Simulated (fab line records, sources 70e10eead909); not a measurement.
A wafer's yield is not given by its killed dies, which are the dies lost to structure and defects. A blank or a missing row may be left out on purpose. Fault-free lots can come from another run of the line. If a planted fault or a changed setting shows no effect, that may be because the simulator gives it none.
What tool caused it? | flow nandHarc | 11 lots, 33 wafers sampled, at 5 steps of a route of 1159

== WHAT EACH GAUGE READ, for each wafer ==
NHARC_END_SORT_01.
lot  | measured     | on        | killedAtArray | killedAtOther | killedAtPeriphery | killedDies  | killedOpen | killedShort
L636 | day 21 12:04 | prober-02 | 27 40 27      | 0 1 2         | 4 5 2             | 31 46 31    | 3 6 3      | 0 2 2
L641 | day 22 10:20 | prober-01 | 38 33 33      | 0 0 0         | 5 7 7             | 43 40 40    | 2 0 5      | 2 0 1
L645 | day 23 16:39 | prober-02 | 181 128 163   | 1 0 0         | 7 3 9             | 189 131 172 | 3 1 9      | 4 2 3
L644 | day 23 15:46 | prober-01 | 210 112 171   | 1 1 2         | 2 1 5             | 213 114 178 | 2 4 2      | 0 1 2

== EACH LOT AND THE TOOL THAT RAN IT (in order: tool; ch and the chambers of the sampled wafers; start) ==
lot  | NHARC_A_STAIRCASE_ETCH_190                   | NHARC_A_STAIRCASE_TRIM_191                   | NHARC_A_STAIRCASE_TRIM_193        | NHARC_A_STAIRCASE_TRIM_200
L628 | rieDiel-13 ch 0,2, day 11 04:29 or earlier   | rieDiel-13 ch 0,1,2, day 11 04:29 or earlier | rieDiel-13 ch 0,2,3, day 11 04:29 | rieDiel-13 ch 0,1, no start
L633 | rieDiel-01 ch 0,3, day 12 11:47 or earlier   | rieDiel-01 ch 0,2,3, day 12 11:47 or earlier | rieDiel-01 ch 1,2,3, day 12 11:47 | rieDiel-12 ch 0,1,2, no start
L636 | rieDiel-01 ch 0,2,3, day 13 01:33 or earlier | rieDiel-01 ch 0,3, day 13 01:33 or earlier   | rieDiel-01 ch 0,1, day 13 01:33   | rieDiel-13 ch 0,1,3, day 21 12:04 or earlier
L638 | rieDiel-13 ch 1,2,3, day 13 08:05 or earlier | rieDiel-13 ch 1,3, day 13 08:05 or earlier   | rieDiel-13 ch 1,3, day 13 08:05   | rieDiel-01 ch 1,3, no start
L635 | rieDiel-13 ch 0,1,2, day 13 08:17 or earlier | rieDiel-13 ch 1,3, day 13 08:17 or earlier   | rieDiel-13 ch 0,1,2, day 13 08:17 | rieDiel-13 ch 0,1,2, no start
L641 | rieDiel-12 ch 0,1,3, day 14 09:15 or earlier | rieDiel-12 ch 0,1,3, day 14 09:15 or earlier | rieDiel-12 ch 0,1,3, day 14 09:15 | rieDiel-12 ch 0,2,3, day 22 10:20 or earlier
L645 | rieDiel-13 ch 0,1,2, day 15 05:11 or earlier | rieDiel-13 ch 0,1,2, day 15 05:11 or earlier | rieDiel-13 ch 0,1,3, day 15 05:11 | rieDiel-12 ch 0,1,2, day 23 16:39 or earlier
L644 | rieDiel-13 ch 0,1, day 15 05:38 or earlier   | rieDiel-13 ch 0,1,2, day 15 05:38 or earlier | rieDiel-13 ch 0,1,3, day 15 05:38 | rieDiel-01 ch 0,3, day 23 15:46 or earlier
L647 | rieDiel-01 ch 1,2,3, day 15 22:29 or earlier | rieDiel-01 ch 0,1,2, day 15 22:29 or earlier | rieDiel-01 ch 0,1,2, day 15 22:29 | rieDiel-01 ch 0,2,3, no start
L651 | rieDiel-01 ch 1,2,3, day 16 22:29 or earlier | rieDiel-01 ch 0,1,2, day 16 22:29 or earlier | rieDiel-01 ch 0,3, day 16 22:29   | rieDiel-01 ch 2,3, no start
L650 | rieDiel-01 ch 0,2,3, day 17 02:11 or earlier | rieDiel-01 ch 0,1,2, day 17 02:11 or earlier | rieDiel-01 ch 0,1,2, day 17 02:11 | rieDiel-01 ch 0,1,2, no start
- NHARC_A_STAIRCASE_ETCH_190: etches the open film in C4F8/O2, target depth 100 nm, time 40.5 s.
- NHARC_A_STAIRCASE_TRIM_191: chemistry O2, time 211.2 s.
- NHARC_A_STAIRCASE_TRIM_193: chemistry O2, time 211.2 s.
- NHARC_A_STAIRCASE_TRIM_200: chemistry O2, time 211.2 s.

== WHAT THE TOOLS THEMSELVES READ (means of the sampled wafers that have a number; where no wafer has one, the mark that the record gives instead) ==
NHARC_A_STAIRCASE_ETCH_190.
lot  | tool       | oesProductAu (a.u.) | rfVppV (V)
L628 | rieDiel-13 | 0.964               | 893
L633 | rieDiel-01 | 0.936               | 888
L636 | rieDiel-01 | 0.939               | 888
L638 | rieDiel-13 | 0.938               | 897
L635 | rieDiel-13 | 0.947               | 897
L641 | rieDiel-12 | 0.958               | 895
L645 | rieDiel-13 | 0.942               | 897
L644 | rieDiel-13 | 0.948               | 902
L647 | rieDiel-01 | 0.924               | 895
L651 | rieDiel-01 | 0.926               | 897
L650 | rieDiel-01 | 0.935               | 901

NHARC_A_STAIRCASE_TRIM_191.
lot  | tool       | drypumpMotorCurrentA (A) | mfcArSccm (sccm) | oesProductAu (a.u.) | rfVppV (V) | showerheadPlenumPTorr (Torr) | throttleValvePct (%)
L628 | rieDiel-13 | 5.8                      | 0.014            | 1.011               | 57.0       | 3.59                         | 17.046
L633 | rieDiel-01 | 5.7                      | 0.004            | 0.990               | 57.8       | 3.31                         | 17.044
L636 | rieDiel-01 | 5.9                      | 0.000            | 1.001               | 57.5       | 3.35                         | 17.043
L638 | rieDiel-13 | 5.7                      | 0.004            | 1.002               | 57.9       | 3.67                         | 17.049
L635 | rieDiel-13 | 6.0                      | 0.007            | 1.010               | 57.4       | 3.67                         | 17.035
L641 | rieDiel-12 | 5.7                      | 0.000            | 1.010               | 57.4       | 3.50                         | 17.043
L645 | rieDiel-13 | 5.8                      | 0.014            | 1.017               | 57.5       | 3.57                         | 17.027
L644 | rieDiel-13 | 5.8                      | 0.014            | 1.009               | 57.5       | 3.57                         | 17.031
L647 | rieDiel-01 | 5.6                      | 0.013            | 0.998               | 57.8       | 3.68                         | 17.042
L651 | rieDiel-01 | 5.7                      | 0.013            | 0.990               | 58.3       | 3.67                         | 17.029
L650 | rieDiel-01 | 5.7                      | 0.013            | 0.996               | 56.9       | 3.67                         | 17.029

NHARC_A_STAIRCASE_TRIM_193.
lot  | tool       | drypumpMotorCurrentA (A) | mfcArSccm (sccm) | oesProductAu (a.u.) | rfVppV (V) | showerheadPlenumPTorr (Torr) | throttleValvePct (%)
L628 | rieDiel-13 | 6.1                      | 0.018            | 1.026               | 58.0       | 3.59                         | 17.037
L633 | rieDiel-01 | 5.9                      | 0.013            | 0.981               | 57.2       | 3.37                         | 17.034
L636 | rieDiel-01 | 5.7                      | 0.017            | 0.992               | 57.6       | 3.39                         | 17.034
L638 | rieDiel-13 | 5.6                      | 0.004            | 1.001               | 58.2       | 3.67                         | 17.041
L635 | rieDiel-13 | 5.8                      | 0.014            | 1.012               | 57.4       | 3.58                         | 17.033
L641 | rieDiel-12 | 5.7                      | 0.000            | 1.012               | 58.0       | 3.50                         | 17.044
L645 | rieDiel-13 | 5.7                      | 0.008            | 1.224               | 57.5       | 3.69                         | 17.033
L644 | rieDiel-13 | 5.7                      | 0.008            | 1.228               | 58.0       | 3.69                         | 17.035
L647 | rieDiel-01 | 5.6                      | 0.013            | 0.993               | 57.6       | 3.68                         | 17.035
L651 | rieDiel-01 | 5.6                      | 0.000            | 0.992               | 58.4       | 3.65                         | 17.041
L650 | rieDiel-01 | 5.6                      | 0.013            | 0.985               | 58.3       | 3.67                         | 17.034

NHARC_A_STAIRCASE_TRIM_200.
lot  | tool       | drypumpMotorCurrentA (A) | mfcArSccm (sccm) | oesProductAu (a.u.) | rfVppV (V) | showerheadPlenumPTorr (Torr) | throttleValvePct (%)
L628 | rieDiel-13 | 5.4                      | 0.008            | 1.014               | 57.9       | 3.75                         | 17.048
L633 | rieDiel-12 | 5.8                      | 0.000            | 1.006               | 57.2       | 3.51                         | 17.041
L636 | rieDiel-13 | 5.7                      | 0.008            | 1.013               | 58.1       | 3.70                         | 17.034
L638 | rieDiel-01 | 6.0                      | 0.008            | 0.997               | 56.9       | 3.41                         | 17.038
L635 | rieDiel-13 | 5.8                      | 0.014            | 1.012               | 57.9       | 3.58                         | 17.029
L641 | rieDiel-12 | 5.8                      | 0.000            | 1.000               | 57.9       | 3.47                         | 17.025
L645 | rieDiel-12 | 5.8                      | 0.000            | 0.996               | 57.2       | 3.50                         | 17.031
L644 | rieDiel-01 | 5.6                      | 0.000            | 0.987               | 58.0       | 3.66                         | 17.034
L647 | rieDiel-01 | 5.7                      | 0.004            | 0.990               | 56.9       | 3.66                         | 17.032
L651 | rieDiel-01 | 5.8                      | 0.009            | 1.000               | 58.2       | 3.65                         | 17.040
L650 | rieDiel-01 | 5.7                      | 0.013            | 0.990               | 57.5       | 3.67                         | 17.031

== THE ANSWER, worked out from the rows above alone ==
Rule: what is usual is taken from the lots themselves. Put in order of their means at a reading, lots are off if they are a third of the lots or fewer, leave a main group of 4 or more, and stand apart from it by a gap of 3 or more times the standard deviation of the main group's means; of several such gaps the widest counts. The tables above print the reading to a certain number of digits; a main group whose means all agree to those digits is not used. A lot without any number at a reading at which 4 lots or more have one is off too. Any other lot the step has rows for is counted as sound. The gauges are gone through in route order, then the tools' own readings, and for those a lot's mean is taken as printed above. At the first step where some lot is off, the reading lying furthest off is the one used; lots without a number count as furthest.
Off at NHARC_A_STAIRCASE_TRIM_193 (oesProductAu): L645, L644. The main group has a mean of 0.999 a.u. with a standard deviation of 0.014.
A tool fits if, at that step or a process step before it, it ran every lot that is off, and no sound lot after the first of them. NHARC_A_STAIRCASE_ETCH_190: start missing for some lots; hours and lot order therefore follow NHARC_A_STAIRCASE_TRIM_193. NHARC_A_STAIRCASE_TRIM_191: start missing for some lots; hours and lot order therefore follow NHARC_A_STAIRCASE_TRIM_193. One fits: rieDiel-13 at NHARC_A_STAIRCASE_ETCH_190 and NHARC_A_STAIRCASE_TRIM_191 and NHARC_A_STAIRCASE_TRIM_193. At NHARC_A_STAIRCASE_ETCH_190 its last sound lot is L635 (day 13 08:17), its first lot that is off L645 (day 15 05:11): a fault that began between those two fits.

== WHAT THE SIMULATOR HAD INSERTED ==
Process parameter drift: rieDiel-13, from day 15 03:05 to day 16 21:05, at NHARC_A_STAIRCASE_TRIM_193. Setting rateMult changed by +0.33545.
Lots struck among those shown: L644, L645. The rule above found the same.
